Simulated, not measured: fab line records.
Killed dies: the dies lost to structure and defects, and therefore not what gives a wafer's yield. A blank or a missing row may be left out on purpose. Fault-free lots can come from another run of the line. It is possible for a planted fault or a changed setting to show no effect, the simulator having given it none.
8D (eight disciplines) problem report, filled in by code || flow nand-harc || the parts of the form that need people (team, actions taken, sign-off) are left out

1. WHAT IS WRONG
Wafers without a fault read 4.1, standard deviation 3; killed-at-periphery at NHARC_END_SORT_01 reads a mean of 86.3 on 6 wafers belonging to 2 lots. That puts it +27 standard deviations away from the usual mean.
First seen on wafer L778.1, day 26 00:04, on prober-01. The record has a number at this step for 6 wafers belonging to 2 lots. By rule, "out" or "out of limits" means more than 4 standard deviations away from the usual mean. The rest of the wafers with a number are treated as sound.

2. WHAT IT IS, AND WHAT IT ISN'T
{"question": "which readings at this step", "is": "killed-at-periphery", "is not": "killed-at-array, killed-at-other"}
{"question": "which lots", "is": "L778, L780", "is not": "-"}
{"question": "which wafers of those lots", "is": "all that have a number", "is not": "-"}
{"question": "read on which gauges", "is": "prober-01, prober-02", "is not": "-"}
{"question": "when", "is": "from day 26 00:04", "is not": "up to then (0 sound wafers)"}

3. SUSPECTS, AND WHAT RULES EACH OUT
Counting: a tool at any process step up to the reading remains a suspect when it ran all the lots that are out and ran no sound lot after the first of those.
- ruled out: the gauge at NHARC_END_SORT_01. The wafers that are out were read on 2 gauges (prober-01, prober-02).
- rie-diel-09 at NHARC_P_M1_ETCH_28 (etches the open film in CF4/N2, target depth 30 nm, time 72.99 s): kept. It ran every lot that is out, first L778 (day 7 23:19), and no sound lot after that.
- cmp-01 at NHARC_A_BONDPAD_CMP_29 (polishes SiCN, target thk 200 nm): kept. It ran every lot that is out, first L778 (day 24 14:51), and no sound lot after that.
The count leaves cmp-01 at NHARC_A_BONDPAD_CMP_29 and rie-diel-09 at NHARC_P_M1_ETCH_28.

4. THE CAUSE (what the simulator had put in)
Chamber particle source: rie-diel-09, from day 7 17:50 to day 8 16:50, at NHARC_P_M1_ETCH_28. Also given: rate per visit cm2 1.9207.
This tool is one of the 2 suspects left after counting.

5. THE EFFECT CHAIN, in route order
Each row: a reading where the mean over the struck wafers with a number is more than 3 standard deviations away from the usual. Scope: only readings with a usual standard deviation given in the record; hours: median across lots of the time from each lot's start at the first step in this table that gives one to its start at this step; sigmas: change in usual standard deviations.
{"hours": 0, "step": "NHARC_END_SORT_01", "reading": "killed-at-periphery", "usual": 4.1, "on struck wafers": 86.3, "change": "+82.2", "sigmas": "+27"}

6. WHAT WOULD HAVE CAUGHT IT SOONER
Counted from the fault's start at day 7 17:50, it took 438 hours until the first out-of-limits reading at a measuring or inspecting step in this record, taken at day 26 00:04.
Tool readings at NHARC_P_M1_ETCH_28 with a usual standard deviation given in the record: none out on any struck wafer, hence no alarm at a limit of 4 standard deviations on them.
Each of the lots that are out, 2 in all, had begun NHARC_P_M1_ETCH_28 on rie-diel-09 no later than day 26 00:04. A hold on the tool at that time would have spared none of them.
